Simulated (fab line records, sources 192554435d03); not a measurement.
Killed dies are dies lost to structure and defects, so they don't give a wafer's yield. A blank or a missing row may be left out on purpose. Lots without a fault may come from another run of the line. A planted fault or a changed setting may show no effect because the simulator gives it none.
fab line records | flow n5_finfet
record lots=7 wafers=21
route steps=1938 shown BEOL_M2@846 BEOL_M4@1027 BEOL_M5@1120
start_h: hours from the record's first day to the start of the lot's first wafer shown | wait_h: hours since the lot's step before | " the same as in the row above | L1.1+2: a row that stands for several wafers | - no value, or no start given | * or withheld: withheld | < > ~ a bound
route shown NAME@n: a module of which the file shows steps, and the number in the route of the first | usual: mean/standard deviation of fault-free wafers | same: alike in all rows | chamber/n: place in a boat | sites: the reading at each site | _std_site: their standard deviation | _edge_site: outer sites' mean less inner sites' | radius_mm: how far each site lies from the wafer's centre | mask NAME#n: copy n | behind: the tool/chamber that last shaped the wafer | hold: why the lot was held/for how many hours/how that ended | device: the transistor (n, p or np) that didn't switch | end of line: the same wafers' tests at the end of the route | a step without rows: its recipe alone | killed: dies lost to structure and defects at the first sort, not the wafer's yield | map: a wafer's dies, x killed, . not, _ none there
set.NAME: the setting as run; set.NAME@STEP: as run at that earlier step | model.NAME: the simulator's own value behind a step, which no gauge read
lots whose settings were changed on purpose; a table a step, a row a wafer
## steps
# step N5_BEOL_M2_COAT_62
# recipe resist=SiARC temp_c=220 time_s=60 spin_rpm=1500 resist_thk_nm=12
# columns lot.wafer tool chamber start_h wait_h set.spin_rpm model.SiARC_of_BEOL_M2_COAT_62.thk_nm
L077.4+5+6 litho_track-05 0 - - 1500 12
L084.1 litho_track-01 0 - - 1424 12.4
L084.5+6 " 0 " " 1500 12
L085.1 litho_track-05 0 - - 1376 12.4
L085.3+6 " 0 " " 1500 12
L087.1 litho_track-02 0 - - 1343 12.8
L087.3 " 0 " " 1500 12
L087.5 " 0 " " 1343 12.6
L091.1+2 litho_track-02 0 - - 1500 12
L091.4 " 0 " " 1609 11.6
L090.1+2+3 litho_track-05 0 - - 1500 12
L093.2+3+4 litho_track-05 0 - - 1500 12
# step N5_BEOL_M2_COAT_73
# recipe resist=underlayer temp_c=205 time_s=60 spin_rpm=1500 resist_thk_nm=5
# columns lot.wafer tool chamber start_h wait_h set.temp_c
L077.4+5+6 litho_track-05 0 - - 205
L084.1+6 litho_track-01 0 - - 205
L084.5 " 0 " " 201.9
L085.1 litho_track-05 0 - - 205
L085.3+6 " 0 " " 201.9
L087.1+3 litho_track-02 0 - - 201.1
L087.5 " 0 " " 205
L091.1+2+4 litho_track-02 0 - - 205
L090.1+2 litho_track-05 0 - - 205
L090.3 " 0 " " 197.4
L093.2+3 litho_track-05 0 - - 213.5
L093.4 " 0 " " 205
# step N5_BEOL_M2_COAT_05
# recipe resist=CAR-EUV spin_rpm=1500 resist_thk_nm=30
# step N5_BEOL_M2_EBR_07
# recipe solvent=PGMEA ebr_width_mm=1.5
# step N5_BEOL_M2_DESCUM_16
# recipe chemistry=O2 time_s=7 source_power_w=50 bias_power_w=20 pressure_mtorr=20 rf_frequency_hz=2.712e+07 temp_c=40 resist=CAR-EUV o2_flow_sccm=225
# step N5_BEOL_M2_ETCH_74
# recipe chemistry=N2/H2 target=underlayer target_depth_a=65 mask_material=CAR-EUV time_s=5.2 ion_energy_ev=200 pressure_mtorr=30 source_w=840 bias_w=150 n2_flow_sccm=200 h2_flow_sccm=200 ends=cleared
# step N5_BEOL_M2_ETCH_63
# recipe chemistry=CF4 target=SiARC target_depth_a=156 mask_material=CAR-EUV time_s=26 ion_energy_ev=80 pressure_mtorr=40 source_w=545 bias_w=36 Ar_flow_sccm=100 cf4_flow_sccm=100 ends=cleared
# columns lot.wafer tool chamber start_h wait_h set.spin_rpm@BEOL_M2_COAT_62 model.etch.depth_nm
L077.4+6 rie_diel-04 1,0 153.12 0.0 1500 12
L077.5 " 2 " " 1500 11.99
L084.1 rie_diel-02 3 191.77 0.0 1424 12.31
L084.5 " 2 " " 1500 12.01
L084.6 " 3 " " 1500 11.97
L085.1 rie_diel-02 1 207.08 0.0 1376 12.48
L085.3 " 3 " " 1500 11.93
L085.6 " 0 " " 1500 11.95
L087.1 rie_diel-02 1 212.55 0.0 1343 12.71
L087.3 " 3 " " 1500 11.98
L087.5 " 0 " " 1343 12.7
L091.1 rie_diel-05 3 231.30 0.0 1500 11.96
L091.2 " 0 " " 1500 11.98
L091.4 " 2 " " 1609 11.58
L090.1 rie_diel-04 2 231.59 0.0 1500 11.95
L090.2 " 3 " " 1500 11.94
L090.3 " 0 " " 1500 11.93
L093.2 rie_diel-02 0 246.94 0.0 1500 11.94
L093.3 " 2 " " 1500 11.98
L093.4 " 3 " " 1500 11.96
# step N5_BEOL_M2_ETCH_69
# recipe chemistry=CF4 target=SiARC target_depth_a=156 mask_material=CAR-EUV time_s=26 ion_energy_ev=80 pressure_mtorr=40 source_w=545 bias_w=36 Ar_flow_sccm=100 cf4_flow_sccm=100 ends=cleared
# usual rf_vpp_V=183.8/1.3
# columns lot.wafer tool chamber start_h wait_h set.bias_w rf_vpp_V
L077.4 rie_diel-02 2 154.20 0.0 36 184.3
L077.5 " 2 " " 36 183.6
L077.6 " 1 " " 36 183.9
L084.1 rie_diel-02 3 192.80 0.0 36 186.5
L084.5 " 3 " " 36 184.5
L084.6 " 2 " " 36 183.6
L085.1 rie_diel-02 0 208.09 0.0 36 182.1
L085.3 " 3 " " 36 183.9
L085.6 " 1 " " 36 184.6
L087.1 rie_diel-02 3 213.55 0.0 36 183.3
L087.3 " 0 " " 36 182.8
L087.5 " 1 " " 36 183.8
L091.1 rie_diel-02 1 232.86 0.0 36 182.1
L091.2 " 0 " " 36 183.5
L091.4 " 0 " " 36 181.6
L090.1 rie_diel-02 1 233.10 0.0 36 185.3
L090.2 " 2 " " 41.99 201.6
L090.3 " 0 " " 36 181.0
L093.2 rie_diel-02 1 247.81 0.0 37.64 189.4
L093.3 " 0 " " 36 184.9
L093.4 " 3 " " 37.64 190.2
# step N5_BEOL_M2_ETCH_70
# recipe chemistry=N2/H2 target=SOC target_depth_a=800 overetch_a=240 mask_material=SiARC temp_c=40 time_s=130 ion_energy_ev=200 pressure_mtorr=30 source_w=840 bias_w=150 n2_flow_sccm=200 h2_flow_sccm=200
# usual rf_vpp_V=523.5/2.8
# columns lot.wafer tool chamber start_h wait_h set.bias_w rf_vpp_V model.SiARC_of_BEOL_M2_COAT_68.thk_nm
L077.4 rie_diel-04 2 154.63 0.0 150 522.8 6.2
L077.5 " 0 " " 150 528.2 5.8
L077.6 " 1 " " 150 527.6 6
L084.1 rie_diel-02 2 193.39 0.0 150 521.2 6.2
L084.5 " 0 " " 150 522.1 6
L084.6 " 1 " " 150 523.2 6
L085.1 rie_diel-02 1 211.54 0.0 173 574.2 5
L085.3 " 0 " " 173 568.9 5
L085.6 " 1 " " 150 525.7 6
L087.1 rie_diel-05 1 218.36 0.0 150 525.4 6.2
L087.3 " 2 " " 175 570.1 5
L087.5 " 3 " " 150 522.7 5.6
L091.1 rie_diel-02 0 234.80 0.0 171.5 566.6 5
L091.2 " 1 " " 171.5 570.6 5
L091.4 " 1 " " 171.5 572.2 5.2
L090.1 rie_diel-05 3 234.84 0.0 150 523.8 5.6
L090.2 " 2 " " 133.1 481.8 7
L090.3 " 0 " " 133.1 486.1 7
L093.2 rie_diel-02 2 249.87 0.0 150 522.4 6.2
L093.3 " 0 " " 150 519.1 6.2
L093.4 " 3 " " 163.4 552.3 5.8
# step N5_BEOL_M4_COAT_73
# recipe resist=underlayer temp_c=205 time_s=60 spin_rpm=1500 resist_thk_nm=5
# columns lot.wafer tool chamber start_h wait_h set.spin_rpm
L077.4+5+6 litho_track-05 0 - - 1500
L084.1+5+6 litho_track-05 0 - - 1500
L085.1+3+6 litho_track-02 0 - - 1555
L087.1+3+5 litho_track-03 0 - - 1500
L091.1+4 litho_track-03 0 - - 1401
L091.2 " 0 " " 1500
L090.1 litho_track-02 0 - - 1500
L090.2+3 " 0 " " 1444
L093.2+3+4 litho_track-03 0 - - 1500
# step N5_BEOL_M4_EXPOSE_08
# recipe mask_id=M4 na=0.33 source_shape=dipole sigma_inner=0.369 sigma_outer=0.767 polarization=unpolarized dose_mj=41.25
# columns lot.wafer tool chamber start_h wait_h mask set.dose_mj
L077.4+5+6 euv_scanner-02 0 169.92 - M4#0 41.25
L084.1+5 euv_scanner-02 0 211.94 - M4#0 41.25
L084.6 " 0 " " M4#0 43.1
L085.1+6 euv_scanner-02 0 224.14 - M4#0 39.73
L085.3 " 0 " " M4#0 41.25
L087.1+3+5 euv_scanner-01 0 238.27 - M4#0 41.25
L091.1 euv_scanner-02 0 251.71 - M4#0 41.25
L091.2+4 " 0 " " M4#0 43.27
L090.1+2 euv_scanner-01 0 269.92 - M4#0 41.25
L090.3 " 0 " " M4#0 44.11
L093.2 euv_scanner-02 0 272.47 - M4#0 41.25
L093.3+4 " 0 " " M4#0 43.14
# step N5_BEOL_M4_PEB_09
# recipe peb_temp_c=100 peb_time_s=60 resist=CAR-EUV
# step N5_BEOL_M4_DEVELOP_10
# recipe develop_time_s=30 developer=TMAH resist=CAR-EUV rinse_liquid=surfactant_rinse dry=air_spin dev_temp_c=23
# step N5_BEOL_M4_CD_MEAS_11
# recipe target_cd_nm=16.79 landing_energy_ev=500 detector=se_inlens polarity=opening
# usual cd_nm=16.83/0.28
# columns lot.wafer tool chamber start_h wait_h set.dose_mj@BEOL_M4_EXPOSE_08 cd_nm
L077.4 cd_sem-01 0 170.04 - 41.25 16.49
L077.5 " 0 " " 41.25 16.77
L077.6 " 0 " " 41.25 16.93
L084.1 cd_sem-01 0 212.07 - 41.25 17.13
L084.5 " 0 " " 41.25 16.55
L084.6 " 0 " " 43.1 17.74
L085.1 cd_sem-02 0 224.27 - 39.73 16.15
L085.3 " 0 " " 41.25 17.07
L085.6 " 0 " " 39.73 16.27
L087.1 cd_sem-02 0 238.40 - 41.25 16.64
L087.3 " 0 " " 41.25 16.88
L087.5 " 0 " " 41.25 17.11
L091.1 cd_sem-01 0 251.85 - 41.25 16.62
L091.2 " 0 " " 43.27 17.64
L091.4 " 0 " " 43.27 17.41
L090.1 cd_sem-02 0 270.05 - 41.25 17.20
L090.2 " 0 " " 41.25 16.71
L090.3 " 0 " " 44.11 18.25
L093.2 cd_sem-03 0 272.60 - 41.25 16.61
L093.3 " 0 " " 43.14 17.53
L093.4 " 0 " " 43.14 17.80
# step N5_BEOL_M4_DESCUM_16
# recipe chemistry=O2 time_s=7 source_power_w=50 bias_power_w=20 pressure_mtorr=20 rf_frequency_hz=2.712e+07 temp_c=40 resist=CAR-EUV o2_flow_sccm=225
# step N5_BEOL_M4_ETCH_74
# recipe chemistry=N2/H2 target=underlayer target_depth_a=65 mask_material=CAR-EUV time_s=5.2 ion_energy_ev=200 pressure_mtorr=30 source_w=840 bias_w=150 n2_flow_sccm=200 h2_flow_sccm=200 ends=cleared
# columns lot.wafer tool chamber start_h wait_h set.spin_rpm@BEOL_M4_COAT_73 set.dose_mj@BEOL_M4_EXPOSE_08 model.BEOL_M4.cd_offset_nm model.etch.depth_nm
L077.4 rie_diel-02 0 170.37 0.0 1500 41.25 -0.4 4.992
L077.5 " 1 " " 1500 41.25 -0.2 4.98
L077.6 " 2 " " 1500 41.25 0 4.996
L084.1 rie_diel-05 1 212.23 0.0 1500 41.25 0.2 4.958
L084.5 " 1 " " 1500 41.25 -0.2 4.968
L084.6 " 2 " " 1500 43.1 1 4.965
L085.1 rie_diel-05 0 224.42 0.0 1555 39.73 -0.8 4.888
L085.3 " 3 " " 1555 41.25 0 4.885
L085.6 " 2 " " 1555 39.73 -0.6 4.897
L087.1 rie_diel-04 3 239.31 0.0 1500 41.25 0 5.002
L087.3 " 0 " " 1500 41.25 0 5.011
L087.5 " 0 " " 1500 41.25 0 5.007
L091.1 rie_diel-05 1 252.00 0.0 1401 41.25 -0.2 5.163
L091.2 " 2 " " 1500 43.27 1 4.973
L091.4 " 0 " " 1401 43.27 0.6 5.16
L090.1 rie_diel-02 3 270.40 0.0 1500 41.25 0.2 4.994
L090.2 " 1 " " 1444 41.25 0.2 5.094
L090.3 " 2 " " 1444 44.11 1.8 5.09
L093.2 rie_diel-02 0 272.76 0.0 1500 41.25 -0.2 4.98
L093.3 " 2 " " 1500 43.14 1 4.988
L093.4 " 1 " " 1500 43.14 1.2 4.977
# step N5_BEOL_M4_ETCH_63
# recipe chemistry=CF4 target=SiARC target_depth_a=156 mask_material=CAR-EUV time_s=26 ion_energy_ev=80 pressure_mtorr=40 source_w=545 bias_w=36 Ar_flow_sccm=100 cf4_flow_sccm=100 ends=cleared
# columns lot.wafer tool chamber start_h wait_h set.dose_mj@BEOL_M4_EXPOSE_08 model.BEOL_M4.cd_offset_nm
L077.4 rie_diel-02 0 170.39 0.0 41.25 -0.4
L077.5+6 " 1,2 " " 41.25 -0.2
L084.1 rie_diel-05 1 212.24 0.0 41.25 0
L084.5 " 1 " " 41.25 -0.2
L084.6 " 2 " " 43.1 1.2
L085.1+6 rie_diel-05 0,2 224.44 0.0 39.73 -0.6
L085.3 " 3 " " 41.25 0.2
L087.1+3 rie_diel-04 3,0 239.33 0.0 41.25 0.2
L087.5 " 0 " " 41.25 0
L091.1 rie_diel-05 1 252.02 0.0 41.25 -0.4
L091.2 " 2 " " 43.27 1.2
L091.4 " 0 " " 43.27 0.6
L090.1+2 rie_diel-02 3,1 270.42 0.0 41.25 0.2
L090.3 " 2 " " 44.11 1.8
L093.2 rie_diel-02 0 272.78 0.0 41.25 0
L093.3 " 2 " " 43.14 1.2
L093.4 " 1 " " 43.14 1.4
# step N5_BEOL_M4_ETCH_64
# recipe chemistry=N2/H2 target=SOC target_depth_a=750 overetch_a=225 mask_material=SiARC temp_c=40 time_s=121.9 ion_energy_ev=200 pressure_mtorr=30 source_w=840 bias_w=150 n2_flow_sccm=200 h2_flow_sccm=200
# columns lot.wafer tool chamber start_h wait_h set.dose_mj@BEOL_M4_EXPOSE_08 model.BEOL_M4.cd_offset_nm
L077.4 rie_diel-02 0 170.42 0.0 41.25 -0.4
L077.5 " 1 " " 41.25 -0.6
L077.6 " 2 " " 41.25 -0.2
L084.1 rie_diel-05 1 212.27 0.0 41.25 -0.2
L084.5 " 1 " " 41.25 -0.8
L084.6 " 2 " " 43.1 1.2
L085.1 rie_diel-05 0 224.47 0.0 39.73 -0.4
L085.3 " 3 " " 41.25 0
L085.6 " 2 " " 39.73 -0.6
L087.1 rie_diel-04 3 239.35 0.0 41.25 -0.2
L087.3+5 " 0 " " 41.25 0
L091.1 rie_diel-05 1 252.05 0.0 41.25 -0.4
L091.2+4 " 2,0 " " 43.27 1.2
L090.1 rie_diel-02 3 270.45 0.0 41.25 0
L090.2 " 1 " " 41.25 -0.2
L090.3 " 2 " " 44.11 2
L093.2 rie_diel-02 0 272.81 0.0 41.25 -0.4
L093.3+4 " 2,1 " " 43.14 1.2
# step N5_BEOL_M4_STRIP_65
# recipe chemistry=N2/H2 temp_c=40 n2_flow_sccm=200 h2_flow_sccm=200 rf_frequency_hz=6e+07
# step N5_BEOL_M4_STRIP_75
# recipe chemistry=N2/H2 temp_c=40 n2_flow_sccm=200 h2_flow_sccm=200 rf_frequency_hz=6e+07
# step N5_BEOL_M4_STRIP_66
# recipe chemistry=CF4 resist=SiARC power_w=300 bias_power_w=75 pressure_mtorr=50 cf4_flow_sccm=150 rf_frequency_hz=6e+07
# step N5_BEOL_M4_HM_OPEN_17
# recipe chemistry=Cl2/BCl3 target_depth_a=200 overetch_a=60 target=TiN mask_material=SOC ion_energy_ev=150 pressure_mtorr=10 icp_w=1000 bias_w=126 Cl2_flow_sccm=53.25 bcl3_flow_sccm=21.75 Ar_flow_sccm=25
# columns lot.wafer tool chamber start_h wait_h set.dose_mj@BEOL_M4_EXPOSE_08 model.BEOL_M4.cd_offset_nm
L077.4+6 rie_metal-02 0 170.62 0.1 41.25 -0.4
L077.5 " 1 " " 41.25 -0.6
L084.1 rie_metal-01 0 212.44 0.0 41.25 -0.2
L084.5 " 0 " " 41.25 -0.8
L084.6 " 1 " " 43.1 0.8
L085.1 rie_metal-01 0 224.64 0.0 39.73 -0.4
L085.3 " 1 " " 41.25 -0.2
L085.6 " 1 " " 39.73 -0.8
L087.1 rie_metal-02 0 239.53 0.0 41.25 -0.4
L087.3+5 " 0 " " 41.25 0
L091.1 rie_metal-01 1 252.22 0.0 41.25 -0.4
L091.2 " 0 " " 43.27 1.4
L091.4 " 0 " " 43.27 1.2
L090.1 rie_metal-01 0 270.62 0.0 41.25 -0.2
L090.2 " 1 " " 41.25 -0.4
L090.3 " 0 " " 44.11 2
L093.2 rie_metal-03 0 272.98 0.0 41.25 -0.4
L093.3 " 1 " " 43.14 1.2
L093.4 " 0 " " 43.14 1
# step N5_BEOL_M4_STRIP_19
# recipe chemistry=O2 power_w=400 temp_c=40 pressure_mtorr=30 rf_frequency_hz=6e+07 bias_power_w=0 overash_fraction=0.2 o2_flow_sccm=225
# step N5_BEOL_M4_CD_MEAS_18
# recipe pitch_nm=36 target_cd_nm=18
# usual cd_nm=17.9/0.37
# columns lot.wafer tool chamber start_h wait_h set.dose_mj@BEOL_M4_EXPOSE_08 cd_nm
L077.4 cd_sem-02 - 171.03 0.1 41.25 18.0
L077.5 " - " " 41.25 17.3
L077.6 " - " " 41.25 17.9
L084.1 cd_sem-01 - 212.72 0.0 41.25 17.4
L084.5 " - " " 41.25 16.9
L084.6 " - " " 43.1 19.2
L085.1 cd_sem-01 - 224.82 0.0 39.73 17.6
L085.3 " - " " 41.25 17.9
L085.6 " - " " 39.73 17.0
L087.1 cd_sem-02 - 239.82 0.1 41.25 17.5
L087.3 " - " " 41.25 18.0
L087.5 " - " " 41.25 18.3
L091.1 cd_sem-03 - 252.40 0.0 41.25 17.7
L091.2 " - " " 43.27 19.2
L091.4 " - " " 43.27 19.0
L090.1 cd_sem-02 - 270.80 0.0 41.25 17.7
L090.2 " - " " 41.25 17.7
L090.3 " - " " 44.11 20.0
L093.2 cd_sem-01 - 273.16 0.1 41.25 17.7
L093.3 " - " " 43.14 18.9
L093.4 " - " " 43.14 19.3
# step N5_BEOL_M4_COAT_67
# recipe resist=SOC temp_c=250 time_s=60 spin_rpm=1500 resist_thk_nm=60
# step N5_BEOL_M4_COAT_68
# recipe resist=SiARC temp_c=220 time_s=60 spin_rpm=1500 resist_thk_nm=12
# step N5_BEOL_M4_PRECLEAN_42
# recipe chemistry=residue_remover time_s=60 temp_c=40
# step N5_BEOL_M4_SRD_43
# recipe time_s=30 temp_c=23 rinse_liquid=diw dry=ipa_marangoni
# step N5_BEOL_M4_CD_MEAS_35
# recipe target_cd_nm=18 target_cd_y_nm=22.4 polarity=opening
# usual cd_nm=17.9/0.41
# columns lot.wafer tool chamber start_h wait_h set.dose_mj@BEOL_M4_EXPOSE_08 cd_nm
L077.4 cd_sem-03 - 175.79 0.0 41.25 17.9
L077.5 " - " " 41.25 17.4
L077.6 " - " " 41.25 17.8
L084.1 cd_sem-03 - 215.93 0.0 41.25 17.3
L084.5 " - " " 41.25 17.2
L084.6 " - " " 43.1 18.8
L085.1 cd_sem-01 - 226.43 0.0 39.73 17.8
L085.3 " - " " 41.25 17.9
L085.6 " - " " 39.73 17.7
L087.1 cd_sem-03 - 241.10 0.0 41.25 17.8
L087.3 " - " " 41.25 17.7
L087.5 " - " " 41.25 18.0
L091.1 cd_sem-03 - 266.61 0.0 41.25 17.7
L091.2 " - " " 43.27 19.4
L091.4 " - " " 43.27 19.0
L090.1 cd_sem-02 - 274.30 0.0 41.25 17.7
L090.2 " - " " 41.25 17.9
L090.3 " - " " 44.11 19.8
L093.2 cd_sem-02 - 275.43 0.0 41.25 17.5
L093.3 " - " " 43.14 19.1
L093.4 " - " " 43.14 19.0
# step N5_BEOL_M5_COAT_05
# recipe resist=CAR-EUV spin_rpm=1500 resist_thk_nm=30
# columns lot.wafer tool chamber start_h wait_h set.spin_rpm model.CAR-EUV_of_BEOL_M5_COAT_05.thk_nm
L077.4+5+6 litho_track-04 0 - - 1500 30
L084.1+6 litho_track-04 0 - - 1500 30
L084.5 " 0 " " 1500 29.8
L085.1+6 litho_track-05 0 - - 1500 29.8
L085.3 " 0 " " 1608 28.8
L087.1+3 litho_track-04 0 - - 1337 31.8
L087.5 " 0 " " 1500 30
L091.1 litho_track-04 0 - - 1500 30
L091.2+4 " 0 " " 1361 31.4
L090.1+2+3 litho_track-04 0 - - 1604 29
L093.2+3 litho_track-05 0 - - 1434 30.8
L093.4 " 0 " " 1500 30.2
## key
split step=N5_BEOL_M2_COAT_62 setting=spin_rpm stated=1500 by=wafer
response step=N5_BEOL_M2_COAT_62 reading=model.SiARC_of_BEOL_M2_COAT_62.thk_nm change=-0.0607 per=1% r=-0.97
response step=N5_BEOL_M2_ETCH_63 reading=model.etch.depth_nm change=-0.0644 per=1% r=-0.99
split step=N5_BEOL_M2_COAT_73 setting=temp_c stated=205 by=wafer
response none clear
split step=N5_BEOL_M2_ETCH_69 setting=bias_w stated=36 by=wafer
response step=N5_BEOL_M2_ETCH_69 reading=rf_vpp_V change=+1.11 per=1% r=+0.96
split step=N5_BEOL_M2_ETCH_70 setting=bias_w stated=150 by=wafer
response step=N5_BEOL_M2_ETCH_70 reading=rf_vpp_V change=+3.06 per=1% r=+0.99
response step=N5_BEOL_M2_ETCH_70 reading=model.SiARC_of_BEOL_M2_COAT_68.thk_nm change=-0.069 per=1% r=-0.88
split step=N5_BEOL_M4_COAT_73 setting=spin_rpm stated=1500 by=wafer
response step=N5_BEOL_M4_ETCH_74 reading=model.etch.depth_nm change=-0.0281 per=1% r=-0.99
split step=N5_BEOL_M4_EXPOSE_08 setting=dose_mj stated=41.25 by=wafer
response step=N5_BEOL_M4_CD_MEAS_11 reading=cd_nm change=+0.201 per=1% r=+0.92
response step=N5_BEOL_M4_ETCH_74 reading=model.BEOL_M4.cd_offset_nm change=+0.229 per=1% r=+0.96
response step=N5_BEOL_M4_ETCH_63 reading=model.BEOL_M4.cd_offset_nm change=+0.254 per=1% r=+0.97
response step=N5_BEOL_M4_ETCH_64 reading=model.BEOL_M4.cd_offset_nm change=+0.309 per=1% r=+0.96
response step=N5_BEOL_M4_HM_OPEN_17 reading=model.BEOL_M4.cd_offset_nm change=+0.303 per=1% r=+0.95
response step=N5_BEOL_M4_CD_MEAS_18 reading=cd_nm change=+0.321 per=1% r=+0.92
response step=N5_BEOL_M4_CD_MEAS_35 reading=cd_nm change=+0.284 per=1% r=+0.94
split step=N5_BEOL_M5_COAT_05 setting=spin_rpm stated=1500 by=wafer
response step=N5_BEOL_M5_COAT_05 reading=model.CAR-EUV_of_BEOL_M5_COAT_05.thk_nm change=-0.154 per=1% r=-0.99
